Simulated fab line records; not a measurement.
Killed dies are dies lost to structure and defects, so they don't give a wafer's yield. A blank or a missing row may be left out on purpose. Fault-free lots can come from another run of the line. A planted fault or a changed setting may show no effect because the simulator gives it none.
A struck lot beside a sound one    flow nand_harc    14 out of 1302 route steps
Sound: the wafers L106.1, L106.5, L106.6. Struck: wafers L101.3, L101.4, L101.6. The cause is given at the end.
For every step that has rows: the tool of each side, followed by ch and its chambers, followed by its first start. Under that, the readings that differ: sound wafers    struck wafers    difference of the means    sigmas: that difference in standard deviations of wafers without a fault.
alike: a reading whose means differ by less than 2 such deviations, as well as words and numbers matching on both sides. not compared: withheld readings; readings where some wafer has no value; bounds like >300 that might hide an equal value; numbers whose values overlap and for which the record gives no deviation.
A row with sigmas, a row that says differs or no value, or rows on one side alone: a step with any of these is where the two part. When numbers do not overlap yet have no deviation, they are printed without sigmas and do not part them. A reading missing from all wafers of one side parts the sides only when that side holds two or more wafers.

first, 9 steps without rows for these wafers: NHARC_A_STAIRCASE_DEHYDRATE_158 (time 120 s); NHARC_A_STAIRCASE_HMDS_159 (time 30 s); NHARC_A_STAIRCASE_COAT_160; NHARC_A_STAIRCASE_SOFTBAKE_161 (time 170 s); NHARC_A_STAIRCASE_EBR_162; NHARC_A_STAIRCASE_EXPOSE_163 (exposes mask STAIR OPEN); NHARC_A_STAIRCASE_PEB_164 (peb time 130 s); NHARC_A_STAIRCASE_DEVELOP_165 (time 140 s); NHARC_A_STAIRCASE_HARDBAKE_167 (time 140 s).
NHARC_A_STAIRCASE_DESCUM_168: chemistry O2, time 3 s.
  sound on rie_diel-04 ch 2,3, day 22 15:28; struck on rie_diel-04 ch 0,2, day 20 23:50
reading                 sound                 struck                difference  sigmas
throttle_valve_pct (%)  11.291 11.314 11.289  11.319 11.307 11.324  +0.019      +2
  alike: drypump_motor_current_A, oes_product_au, rf_vpp_V, showerhead_plenum_p_Torr
  not compared: rf_hours_counter_h
NHARC_A_STAIRCASE_ETCH_169: etches the open film in CH3F/O2, target depth 50 nm, time 107.1 s.
  sound on rie_diel-04 ch 0,1, day 22 15:32; struck on rie_diel-04 ch 2,3, day 21 00:05
reading                sound              struck             difference  sigmas
oes_product_au (a.u.)  0.983 0.981 0.979  0.950 0.936 0.949  -0.036      -2
  alike: bias_w, ch3f_flow_sccm, drypump_motor_current_A, rf_vpp_V, showerhead_plenum_p_Torr, throttle_valve_pct
  not compared: rf_hours_counter_h
NHARC_A_STAIRCASE_ETCH_170: etches the open film in C4F6/O2, target depth 200 nm, time 66.667 s.
  sound on rie_diel-04 ch 2,3, day 22 15:40; struck on rie_diel-04 ch 2,3, day 21 00:14
  no value came back on the struck wafers for any of 7 readings (bias_w (W), c4f6_flow_sccm (sccm) and others); on the sound wafers bias_w (W) reads 500.6 500.0 500.0
  not compared: rf_hours_counter_h
NHARC_A_STAIRCASE_STRIP_171: strips in O2.
  sound on plasma_asher-02 ch 0,1, day 22 15:49; struck on plasma_asher-02 ch 0,1, day 21 00:27
reading              sound     struck  difference                     sigmas
rf_refl_power_W (W)  17 38 17  - - -   no value on the struck wafers  
  alike: drypump_motor_current_A, heater_power_w
  not compared: rf_hours_counter_h
-- record jumps: 9 days between struck wafers' starts before vs after; left off in module A_STAIRCASE, resumes in module END, first step shown is number 1302 of the route --
NHARC_END_SORT_01:
  here the record holds rows for the struck wafers (prober-01 ch 0, day 29 21:07) but none for the sound ones

== WHERE THEY PART ==
First at NHARC_A_STAIRCASE_DESCUM_168; last, within this record, at NHARC_END_SORT_01.

WHY: what the simulator had put in
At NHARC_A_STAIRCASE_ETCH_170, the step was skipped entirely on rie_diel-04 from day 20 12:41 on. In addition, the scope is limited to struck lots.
